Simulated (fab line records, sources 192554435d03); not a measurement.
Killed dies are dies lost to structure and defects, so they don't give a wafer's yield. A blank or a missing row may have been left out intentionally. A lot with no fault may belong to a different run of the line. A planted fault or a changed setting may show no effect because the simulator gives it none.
fab line records ; flow n5Finfet
record: lots: 6; wafers: 18; lastDay: 17
route steps=1938 shown FIN_SAQP@142 FIN_CUT@154 BEOL_M4@1111
lots with no fault: from the same line, run without faults
startH: start of the lot's first displayed wafer, in hours after the record's first day ; waitH: hours elapsed since this lot's preceding step ; " as in the row above ; L1.1+2: a single row standing in for several wafers ; - no value, or no start was given ; * or withheld: withheld ; < > ~ a bound
route shown NAME@n: a module of which the file shows steps, and the number in the route of the first ; usual: average and standard deviation across the fault-free wafers ; same: alike in all rows ; chamber/n: place in a boat ; sites: per-site readings ; _std_site: their standard deviation ; _edge_site: outer sites' mean less inner sites' ; radiusMm: how far each site lies from the wafer's centre ; mask NAME#n: copy n ; behind: the tool/chamber that last shaped the wafer ; hold: reason for holding the lot/hours on hold/outcome of the hold ; device: which transistor (n, p or np) failed to switch ; end of line: tests run on the same wafers once the route is complete ; a step with no rows: only its recipe ; killed: count of dies lost to structure and defects at first sort (not the wafer's yield) ; map: a wafer's dies, marking killed ones x, the rest . and places with no die _
set.NAME: the setting that was run; set.NAME@STEP: the one run at that earlier step ; model.NAME: the simulator's own value behind a step, which no gauge read
lots at selected steps of the route; one table per step, one row per wafer
services: the hour from which a tool's chamber was out of use, counted from the record's first day as startH (under 0 if before that day), plus the number of hours and why
== steps ==
step: N5_FIN_SAQP_HM_OPEN_33
recipe: chemistry: CH3F/O2; target: SiNx; maskMaterial: SiO2; targetDepthA: 494; timeS: 70.6; pressureMtorr: 30; sourceW: 395; biasW: 73; Ar_flow_sccm: 150; CH3F_flow_sccm: 30; O2_flow_sccm: 20; ionEnergyEv: 120; ends: cleared
usual: biasW: 73.05/0.25; drypumpMotorCurrentA: 5.6/0.48; etchRfOnTimeS: 69.1/1.3; oes_o_777_au: 0.78/0.058; oesProductAu: 0.66/0.054; rfVppV: 296/5.8; showerheadPlenumPTorr: 2.03/0.064; throttleValvePct: 16.29/0.17
lot.wafer;tool;chamber;startH;waitH;biasW;drypumpMotorCurrentA;etchRfOnTimeS;oes_o_777_au;oesProductAu;rfHoursCounterH;rfVppV;showerheadPlenumPTorr;throttleValvePct
L441.1;rieDiel-01;0;33.47;0.1;73.08;5.8;68.4;0.79;0.68;109;290;2.02;16.16
L441.3;rieDiel-01;1;33.47;0.1;72.93;5.1;67.9;0.78;0.63;181;298;2.08;16.31
L441.6;rieDiel-01;2;33.47;0.1;72.78;4.8;68.6;0.76;0.66;-;304;1.93;16.36
L443.2;rieDiel-03;2;44.03;0.0;73.35;5.2;67.1;0.82;0.69;121;295;2.01;16.10
L443.3;rieDiel-03;1;44.03;0.0;73.02;5.4;69.2;0.78;0.68;94;300;2.01;16.01
L443.5;rieDiel-03;1;44.03;0.0;73.31;5.4;70.0;0.78;0.68;-;303;2.01;16.00
L444.2;rieDiel-04;2;50.17;0.0;73.31;6.1;66.4;0.73;0.63;193;304;1.99;16.23
L444.4;rieDiel-04;3;50.17;0.0;72.94;5.9;70.1;0.78;0.64;-;298;2.08;16.29
L444.5;rieDiel-04;0;50.17;0.0;72.88;6.1;70.0;0.80;0.67;-;295;2.00;16.47
L447.4;rieDiel-04;2;67.81;0.0;73.16;6.1;69.9;0.73;0.61;199;304;1.99;16.23
L447.5;rieDiel-04;2;67.81;0.0;72.93;6.0;70.6;0.73;0.61;-;305;1.99;16.24
L447.6;rieDiel-04;3;67.81;0.0;72.94;5.9;69.6;0.77;0.64;-;299;2.08;16.31
L459.1;rieDiel-03;0;139.31;0.0;73.06;5.3;67.5;0.82;0.70;91;292;2.10;16.08
L459.3;rieDiel-03;2;139.31;0.0;73.19;5.2;68.3;0.80;0.67;154;295;2.00;16.17
L459.5;rieDiel-03;3;139.31;0.0;73.36;5.9;68.9;0.71;0.58;-;287;2.06;16.42
L461.2;rieDiel-01;1;151.57;0.0;73.00;5.1;68.0;0.75;0.61;228;297;2.07;16.40
L461.5;rieDiel-01;2;151.57;0.0;73.48;4.8;69.3;0.72;0.62;-;303;1.92;16.44
L461.6;rieDiel-01;1;151.57;0.0;72.40;5.1;68.0;0.75;0.61;-;297;2.07;16.39
step: N5_FIN_SAQP_ETCH_34
recipe: chemistry: C4F6/O2; target: SiO2; targetDepthA: 450; timeS: 15; ionEnergyEv: 250; pressureMtorr: 30; sourceW: 345; biasW: 185; Ar_flow_sccm: 300; C4F6_flow_sccm: 10; O2_flow_sccm: 10; ends: cleared
usual: biasW: 185.1/0.51; drypumpMotorCurrentA: 5.6/0.47; etchRfOnTimeS: 14.99/0.21; oes_o_777_au: 0.78/0.054; oesProductAu: 0.66/0.054; rfVppV: 663/13; showerheadPlenumPTorr: 2.88/0.087; throttleValvePct: 21.00/0.19
lot.wafer;tool;chamber;startH;waitH;biasW;drypumpMotorCurrentA;etchRfOnTimeS;oes_o_777_au;oesProductAu;rfHoursCounterH;rfVppV;showerheadPlenumPTorr;throttleValvePct
L441.1;rieDiel-01;0;33.54;0.0;184.8;5.8;14.97;0.80;0.69;109;650;2.87;20.87
L441.3;rieDiel-01;1;33.54;0.0;184.7;5.1;14.72;0.78;0.63;181;664;2.96;21.04
L441.6;rieDiel-01;2;33.54;0.0;184.9;4.8;14.68;0.77;0.67;-;683;2.75;21.11
L443.2;rieDiel-03;2;44.10;0.0;185.3;5.2;14.68;0.82;0.69;121;661;2.86;20.81
L443.3;rieDiel-03;1;44.10;0.0;184.4;5.4;15.16;0.80;0.68;94;672;2.86;20.66
L443.5;rieDiel-03;1;44.10;0.0;184.5;5.4;15.24;0.81;0.68;-;675;2.86;20.65
L444.2;rieDiel-04;2;50.24;0.0;185.1;6.1;15.09;0.72;0.63;193;680;2.83;20.88
L444.4;rieDiel-04;3;50.24;0.0;185.2;5.9;15.14;0.78;0.64;-;668;2.96;20.98
L444.5;rieDiel-04;0;50.24;0.0;185.5;6.1;15.35;0.79;0.67;-;660;2.85;21.19
L447.4;rieDiel-04;2;67.87;0.0;185.8;6.1;14.89;0.72;0.62;199;678;2.83;20.89
L447.5;rieDiel-04;2;67.87;0.0;185.3;6.1;14.93;0.72;0.62;-;680;2.83;20.90
L447.6;rieDiel-04;3;67.87;0.0;185.2;5.9;15.02;0.77;0.64;-;669;2.95;21.00
L459.1;rieDiel-03;0;139.38;0.0;184.8;5.3;15.17;0.81;0.70;91;656;2.99;20.79
L459.3;rieDiel-03;2;139.38;0.0;185.9;5.2;14.87;0.79;0.67;154;660;2.84;20.86
L459.5;rieDiel-03;3;139.38;0.0;184.0;6.0;15.25;0.72;0.57;-;642;2.93;21.07
L461.2;rieDiel-01;1;151.64;0.0;184.6;5.0;14.77;0.74;0.60;228;665;2.94;21.09
L461.5;rieDiel-01;2;151.64;0.0;185.1;4.8;15.08;0.73;0.62;-;679;2.73;21.17
L461.6;rieDiel-01;1;151.64;0.0;184.3;5.1;14.85;0.74;0.61;-;662;2.94;21.10
step: N5_FIN_SAQP_STRIP_77
recipe: chemistry: N2/H2; timeS: 90; powerW: 100; tempC: 40; pressureMtorr: 100; rfFrequencyHz: 6e+07; biasPowerW: 3; n2FlowSccm: 300; h2FlowSccm: 300
usual: drypumpMotorCurrentA: 5.6/0.47; oesProductAu: 0.77/0.064; rfVppV: 45.4/0.82; showerheadPlenumPTorr: 3.41/0.097; throttleValvePct: 12.14/0.19
lot.wafer;tool;chamber;startH;waitH;drypumpMotorCurrentA;oesProductAu;rfHoursCounterH;rfVppV;showerheadPlenumPTorr;throttleValvePct
L441.1;rieDiel-01;0;33.56;0.0;5.8;0.82;109;45.1;3.39;12.00
L441.3;rieDiel-01;1;33.56;0.0;5.1;0.73;181;44.9;3.51;12.19
L441.6;rieDiel-01;2;33.56;0.0;4.8;0.77;-;45.5;3.27;12.27
L443.2;rieDiel-03;2;44.12;0.0;5.2;0.80;121;44.9;3.37;11.94
L443.3;rieDiel-03;1;44.12;0.0;5.4;0.80;94;46.0;3.42;11.96
L443.5;rieDiel-03;1;44.12;0.0;5.4;0.80;-;47.0;3.42;11.95
L444.2;rieDiel-04;2;50.26;0.0;6.1;0.73;193;45.1;3.35;12.07
L444.4;rieDiel-04;3;50.26;0.0;5.9;0.76;-;45.8;3.49;12.16
L444.5;rieDiel-04;0;50.26;0.0;6.1;0.79;-;44.7;3.39;12.35
L447.4;rieDiel-04;2;67.90;0.0;6.1;0.72;199;45.5;3.35;12.09
L447.5;rieDiel-04;2;67.90;0.0;6.1;0.73;-;44.2;3.35;12.09
L447.6;rieDiel-04;3;67.90;0.0;6.0;0.74;-;45.4;3.49;12.17
L459.1;rieDiel-03;0;139.40;0.0;5.3;0.82;91;46.1;3.53;11.88
L459.3;rieDiel-03;2;139.40;0.0;5.2;0.78;154;45.2;3.36;12.02
L459.5;rieDiel-03;3;139.40;0.0;5.9;0.68;-;45.0;3.47;12.38
L461.2;rieDiel-01;1;151.66;0.0;5.1;0.70;228;46.0;3.48;12.31
L461.5;rieDiel-01;2;151.66;0.0;4.8;0.73;-;45.7;3.25;12.38
L461.6;rieDiel-01;1;151.66;0.0;5.0;0.70;-;48.2;3.48;12.30
step: N5_FIN_SAQP_HM_CD_35
recipe: targetCdNm: 8; polarity: line
usual: cdNm: 8.10/0.23
lot.wafer;tool;chamber;startH;waitH;cdNm
L441.1;cdSem-02;-;33.69;0.1;7.81
L441.3;cdSem-02;-;33.69;0.1;8.31
L441.6;cdSem-02;-;33.69;0.1;8.21
L443.2;cdSem-03;-;44.25;0.1;8.26
L443.3;cdSem-03;-;44.25;0.1;8.32
L443.5;cdSem-03;-;44.25;0.1;7.82
L444.2;cdSem-01;-;50.39;0.1;8.18
L444.4;cdSem-01;-;50.39;0.1;8.02
L444.5;cdSem-01;-;50.39;0.1;8.38
L447.4;cdSem-01;-;68.03;0.1;8.18
L447.5;cdSem-01;-;68.03;0.1;8.07
L447.6;cdSem-01;-;68.03;0.1;8.03
L459.1;cdSem-01;-;139.53;0.1;8.01
L459.3;cdSem-01;-;139.53;0.1;7.99
L459.5;cdSem-01;-;139.53;0.1;7.90
L461.2;cdSem-02;-;151.79;0.1;8.23
L461.5;cdSem-02;-;151.79;0.1;7.77
L461.6;cdSem-02;-;151.79;0.1;7.82
step: N5_FIN_SAQP_ETCH_64
recipe: chemistry: CF4; target: SiO2; targetDepthA: 15; ionEnergyEv: 350; pressureMtorr: 10; icpW: 800; biasW: 400; cf4FlowSccm: 80
usual: biasW: 400.0/1.3; drypumpMotorCurrentA: 5.8/0.6; heBacksideLeakSccm: 2.67/0.27; oesProductAu: 1.006/0.026; throttleValvePct: 21.78/0.18
lot.wafer;tool;chamber;startH;waitH;biasW;drypumpMotorCurrentA;heBacksideLeakSccm;oesProductAu;rfHoursCounterH;throttleValvePct
L441.1;rieSi-03;0;33.74;0.0;399.2;4.6;2.46;0.998;63;21.66
L441.3;rieSi-03;3;33.74;0.0;400.0;5.3;2.57;1.059;5;22.01
L441.6;rieSi-03;3;33.74;0.0;399.9;5.3;2.49;1.066;-;22.00
L443.2;rieSi-01;3;44.29;0.0;400.3;6.3;2.80;0.990;41;21.77
L443.3;rieSi-01;0;44.29;0.0;399.6;6.2;2.37;0.996;38;22.09
L443.5;rieSi-01;3;44.29;0.0;401.9;6.3;2.86;0.997;-;21.77
L444.2;rieSi-03;2;50.43;0.0;401.4;6.2;2.94;1.015;80;21.63
L444.4;rieSi-03;1;50.43;0.0;399.3;5.7;2.35;0.961;13;21.72
L444.5;rieSi-03;1;50.43;0.0;397.9;5.7;2.32;0.965;-;21.72
L447.4;rieSi-01;1;68.07;0.0;400.8;5.8;2.85;0.986;51;21.58
L447.5;rieSi-01;3;68.07;0.0;399.1;6.3;2.52;0.991;-;21.77
L447.6;rieSi-01;0;68.07;0.0;402.4;6.2;2.43;0.997;-;22.08
L459.1;rieSi-02;2;139.58;0.0;400.2;6.7;2.99;0.974;108;21.41
L459.3;rieSi-02;3;139.58;0.0;399.5;5.9;2.94;1.019;90;21.88
L459.5;rieSi-02;3;139.58;0.0;399.5;6.0;2.97;1.037;-;21.86
L461.2;rieSi-01;1;151.83;0.0;398.6;5.8;2.86;0.974;53;21.59
L461.5;rieSi-01;2;151.83;0.0;399.7;5.4;2.48;1.023;-;21.77
L461.6;rieSi-01;3;151.83;0.0;399.9;6.4;2.68;0.981;-;21.77
step: N5_FIN_SAQP_FIN_ETCH_36
recipe: chemistry: HBr/Cl2/O2; targetDepthA: 1200; maskMaterial: SiNx; timeS: 50.4; biasW: 102; pressureMtorr: 10; icpW: 800; HBr_flow_sccm: 150; Cl2_flow_sccm: 80; O2_flow_sccm: 12
usual: biasW: 102.0/0.33; drypumpMotorCurrentA: 5.8/0.61; heBacksideLeakSccm: 2.7/0.34; oes_o_777_au: 1.01/0.074; oesProductAu: 1.005/0.022; throttleValvePct: 35.98/0.26
lot.wafer;tool;chamber;startH;waitH;biasW;drypumpMotorCurrentA;heBacksideLeakSccm;oes_o_777_au;oesProductAu;rfHoursCounterH;throttleValvePct
L441.1;rieSi-03;0;33.76;0.0;102.3;4.7;2.7;0.99;0.988;63;35.91
L441.3;rieSi-03;3;33.76;0.0;101.8;5.3;2.7;1.14;1.050;5;36.04
L441.6;rieSi-03;3;33.76;0.0;101.9;5.3;2.7;1.13;1.048;-;36.05
L443.2;rieSi-01;3;44.31;0.0;102.0;6.3;2.7;0.96;1.006;41;36.03
L443.3;rieSi-01;0;44.31;0.0;101.8;6.3;2.4;0.97;1.005;38;36.23
L443.5;rieSi-01;3;44.31;0.0;102.3;6.3;2.7;0.95;0.996;-;36.05
L444.2;rieSi-03;2;50.45;0.0;102.2;6.2;2.9;1.10;1.024;80;35.59
L444.4;rieSi-03;1;50.45;0.0;102.6;5.7;2.3;0.91;0.983;13;35.85
L444.5;rieSi-03;1;50.45;0.0;102.0;5.6;2.2;0.90;0.980;-;35.83
L447.4;rieSi-01;1;68.09;0.0;101.9;5.8;2.7;0.99;0.992;51;35.77
L447.5;rieSi-01;3;68.09;0.0;102.2;6.3;2.7;0.95;0.993;-;36.05
L447.6;rieSi-01;0;68.09;0.0;101.8;6.2;2.4;0.97;1.002;-;36.26
L459.1;rieSi-02;2;139.60;0.0;102.3;6.7;3.0;0.89;0.989;108;35.61
L459.3;rieSi-02;3;139.60;0.0;102.3;6.0;2.9;1.09;1.032;90;35.97
L459.5;rieSi-02;3;139.60;0.0;102.3;5.9;3.0;1.08;1.028;-;35.96
L461.2;rieSi-01;1;151.85;0.0;101.8;5.8;2.7;1.00;0.989;53;35.78
L461.5;rieSi-01;2;151.85;0.0;101.8;5.4;3.8;1.08;1.015;-;35.98
L461.6;rieSi-01;3;151.85;0.0;102.1;6.3;5.1;0.94;1.000;-;36.05
step: N5_FIN_SAQP_CD_MEAS_37
recipe: targetCdNm: 8; polarity: line
usual: cdNm: 8.11/0.26
lot.wafer;tool;chamber;startH;waitH;cdNm
L441.1;cdSem-02;-;33.88;0.1;8.27
L441.3;cdSem-02;-;33.88;0.1;8.06
L441.6;cdSem-02;-;33.88;0.1;8.14
L443.2;cdSem-03;-;44.43;0.1;8.53
L443.3;cdSem-03;-;44.43;0.1;8.10
L443.5;cdSem-03;-;44.43;0.1;8.00
L444.2;cdSem-03;-;50.57;0.1;7.94
L444.4;cdSem-03;-;50.57;0.1;7.96
L444.5;cdSem-03;-;50.57;0.1;8.35
L447.4;cdSem-02;-;68.22;0.1;7.75
L447.5;cdSem-02;-;68.22;0.1;8.16
L447.6;cdSem-02;-;68.22;0.1;7.83
L459.1;cdSem-01;-;139.72;0.1;8.21
L459.3;cdSem-01;-;139.72;0.1;7.85
L459.5;cdSem-01;-;139.72;0.1;7.96
L461.2;cdSem-03;-;151.98;0.1;7.98
L461.5;cdSem-03;-;151.98;0.1;8.33
L461.6;cdSem-03;-;151.98;0.1;8.09
step: N5_FIN_SAQP_PRECLEAN_38
recipe: chemistry: O3/DIW; timeS: 45; tempC: 22; o3Ppm: 10
step: N5_FIN_SAQP_PRECLEAN_45
recipe: chemistry: dHF; timeS: 10; dilution: 500:1; tempC: 25
step: N5_FIN_SAQP_SRD_39
recipe: dry: ipaMarangoni; timeS: 30; tempC: 23; rinseLiquid: diw
step: N5_FIN_SAQP_OCD_MEAS_76
usual: trenchDepthNm: 119.5/2.4
lot.wafer;tool;chamber;startH;waitH;trenchDepthNm
L441.1;ocd-02;-;33.98;0.0;119.3
L441.3;ocd-02;-;33.98;0.0;124.4
L441.6;ocd-02;-;33.98;0.0;122.7
L443.2;ocd-01;-;44.54;0.0;120.7
L443.3;ocd-01;-;44.54;0.0;118.5
L443.5;ocd-01;-;44.54;0.0;120.3
L444.2;ocd-02;-;50.67;0.0;120.1
L444.4;ocd-02;-;50.67;0.0;114.7
L444.5;ocd-02;-;50.67;0.0;116.2
L447.4;ocd-01;-;68.31;0.0;117.7
L447.5;ocd-01;-;68.31;0.0;119.0
L447.6;ocd-01;-;68.31;0.0;118.8
L459.1;ocd-02;-;139.82;0.0;118.9
L459.3;ocd-02;-;139.82;0.0;125.4
L459.5;ocd-02;-;139.82;0.0;125.6
L461.2;ocd-01;-;152.08;0.0;117.5
L461.5;ocd-01;-;152.08;0.0;118.6
L461.6;ocd-01;-;152.08;0.0;119.0
step: N5_FIN_SAQP_INSPECT_40
recipe: inspectInstrument: brightfield; mode: aei
usual: rawDefectCount: 230/54
lot.wafer;tool;chamber;startH;waitH;rawDefectCount
L441.1;defectInspect-01;-;34.01;0.0;216
L441.3;defectInspect-01;-;34.01;0.0;170
L441.6;defectInspect-01;-;34.01;0.0;141
L443.2;defectInspect-02;-;44.57;0.0;216
L443.3;defectInspect-02;-;44.57;0.0;284
L443.5;defectInspect-02;-;44.57;0.0;286
L444.2;defectInspect-01;-;50.71;0.0;205
L444.4;defectInspect-01;-;50.71;0.0;201
L444.5;defectInspect-01;-;50.71;0.0;276
L447.4;defectInspect-01;-;68.34;0.0;334
L447.5;defectInspect-01;-;68.34;0.0;317
L447.6;defectInspect-01;-;68.34;0.0;225
L459.1;defectInspect-02;-;139.85;0.0;255
L459.3;defectInspect-02;-;139.85;0.0;189
L459.5;defectInspect-02;-;139.85;0.0;217
L461.2;defectInspect-02;-;152.11;0.0;202
L461.5;defectInspect-02;-;152.11;0.0;207
L461.6;defectInspect-02;-;152.11;0.0;233
step: N5_FIN_CUT_COAT_18
recipe: resist: SOC; tempC: 250; timeS: 60; spinRpm: 1500; resistThkNm: 230
usual: dispensePressureKPa: 55.1/1.8; heaterPowerTotalW: 500.5/1.8; plateTempC: 249.99/0.19
lot.wafer;tool;chamber;startH;waitH;dispensePressureKPa;heaterPowerTotalW;plateTempC
L441.1;lithoTrack-04;0;34.04;0.0;53.5;502.7;249.95
L441.3;lithoTrack-04;0;34.04;0.0;53.4;498.4;250.13
L441.6;lithoTrack-04;0;34.04;0.0;53.5;500.5;249.98
L443.2;lithoTrack-04;0;44.60;0.0;53.5;500.4;249.70
L443.3;lithoTrack-04;0;44.60;0.0;53.4;498.0;250.17
L443.5;lithoTrack-04;0;44.60;0.0;53.4;503.0;249.92
L444.2;lithoTrack-04;0;50.74;0.0;53.4;821.7;263.44
L444.4;lithoTrack-04;0;50.74;0.0;53.5;821.1;263.63
L444.5;lithoTrack-04;0;50.74;0.0;53.4;821.0;263.56
L447.4;lithoTrack-04;0;68.37;0.0;53.4;821.2;263.59
L447.5;lithoTrack-04;0;68.37;0.0;53.4;822.3;263.53
L447.6;lithoTrack-04;0;68.37;0.0;53.5;822.3;263.41
L459.1;lithoTrack-03;0;139.88;0.0;56.5;498.2;249.94
L459.3;lithoTrack-03;0;139.88;0.0;56.4;499.3;249.97
L459.5;lithoTrack-03;0;139.88;0.0;56.5;502.7;250.06
L461.2;lithoTrack-04;0;152.14;0.0;53.5;501.6;249.56
L461.5;lithoTrack-04;0;152.14;0.0;53.5;499.9;249.79
L461.6;lithoTrack-04;0;152.14;0.0;53.4;503.1;249.46
step: N5_FIN_CUT_COAT_19
recipe: resist: SiARC; tempC: 220; timeS: 60; spinRpm: 1500; resistThkNm: 20
step: N5_BEOL_M4_RC_MEAS_101
usual: DIBL_N: 36.2/1.7; DIBL_P: 36.2/2.2; IOFF_N: 0.16/0.035; IOFF_P: 0.21/0.042; ION_N: 673/13; ION_P: 462/7.9; SS_N: 71.4/0.59; SS_P: 73.2/0.7; VT_N: 250/3.6; VT_P: -251/3.5
lot.wafer;tool;chamber;startH;waitH;DIBL_N[mV/V];DIBL_P[mV/V];IOFF_N[nA/um];IOFF_P[nA/um];ION_N[uA/um];ION_P[uA/um];SS_N[mV/dec];SS_P[mV/dec];VT_N[mV];VT_P[mV]
L441.1;prober-01;0;167.06;0.0;37.0;38.0;0.16;0.21;678;460;72.1;73.3;249;-251
L441.3;prober-01;0;167.06;0.0;36.5;37.9;0.16;0.22;684;464;71.8;73.3;245;-250
L441.6;prober-01;0;167.06;0.0;37.1;38.4;0.18;0.22;682;462;71.1;72.3;248;-251
L443.2;prober-02;0;175.38;0.2;35.7;38.2;0.20;0.28;691;470;71.4;74.0;244;-242
L443.3;prober-02;0;175.38;0.2;35.8;37.6;0.19;0.26;680;466;71.3;73.5;248;-243
L443.5;prober-02;0;175.38;0.2;36.6;38.1;0.21;0.26;701;472;72.2;74.1;245;-246
L444.2;prober-02;0;178.33;0.2;35.6;35.1;0.16;0.21;672;465;70.8;73.2;249;-251
L444.4;prober-02;0;178.33;0.2;33.1;32.7;0.11;0.16;654;456;70.4;72.1;255;-253
L444.5;prober-02;0;178.33;0.2;35.7;36.2;0.16;0.23;674;462;71.2;73.7;247;-248
L447.4;prober-02;0;211.93;0.5;36.2;35.2;0.16;0.20;682;466;71.2;73.1;248;-249
L447.5;prober-02;0;211.93;0.5;37.7;38.3;0.19;0.25;683;469;72.1;73.5;248;-248
L447.6;prober-02;0;211.93;0.5;38.4;38.7;0.21;0.27;691;475;71.8;74.0;246;-247
L459.1;prober-01;0;287.80;0.0;37.7;35.8;0.18;0.20;674;459;70.9;72.5;249;-249
L459.3;prober-01;0;287.80;0.0;38.4;36.5;0.17;0.21;670;454;71.9;73.7;251;-252
L459.5;prober-01;0;287.80;0.0;36.7;34.2;0.15;0.18;659;451;71.3;73.1;253;-251
L461.2;prober-01;0;302.35;0.2;37.6;36.4;0.15;0.23;666;464;71.0;72.8;252;-248
L461.5;prober-01;0;302.35;0.2;36.7;34.8;0.15;0.21;678;466;71.3;72.7;248;-251
L461.6;prober-01;0;302.35;0.2;36.3;34.9;0.13;0.20;673;466;71.0;73.6;252;-249
== services ==
tool;chamber;startH;hours;kind
rieDiel-01;-;10.29;2.8;pm
rieDiel-03;2;11.22;15.4;repair
rieSi-03;0;23.55;4.2;repair
rieDiel-04;1;39.38;-;clean
rieDiel-04;1;39.38;-;consumableReplace:focusRing
rieDiel-04;1;39.38;14.2;scheduledDown
rieDiel-04;1;39.38;14.2;ventCycle
rieDiel-01;3;43.78;-;clean
rieDiel-01;3;43.78;-;consumableReplace:focusRing
rieDiel-01;3;43.78;-;consumableReplace:showerhead
rieDiel-01;3;43.78;15.0;scheduledDown
rieDiel-01;3;43.78;15.0;ventCycle
rieDiel-01;0;51.63;3.6;repair
rieSi-01;2;65.39;1.7;repair
rieSi-01;-;71.67;2.8;pm
rieSi-03;-;89.44;14.6;pm
rieDiel-01;0;112.49;8.4;repair
rieSi-03;-;117.25;2.8;pm
rieSi-03;-;125.66;0.3;repair
rieSi-01;2;127.83;8.9;repair
lithoTrack-04;-;139.11;-;consumableReplace:filter
lithoTrack-03;-;147.44;-;consumableReplace:filter
rieSi-02;2;148.44;4.2;repair
rieDiel-03;-;150.21;4.3;pm
== key ==
firstSign: step: N5_FIN_CUT_COAT_18; reading: heaterPowerTotalW; direction: up; sigmas: 99+; usual: *; struck: *
effect: step: N5_FIN_CUT_COAT_18; reading: plateTempC; direction: up; sigmas: 70; usual: *; struck: *
metAt N5_FIN_CUT_COAT_18
struckWafers L444.2,L444.4,L444.5,L447.4,L447.5,L447.6
onsetBetween 44.60 50.74
fault: kind: processParameterDrift; tool: lithoTrack-04; chamber: -; onsetH: 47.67; steps: N5_FIN_CUT_COAT_18; channel: tempC; offset: *; shape: step; endH: 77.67; actsIn: *; stated: *
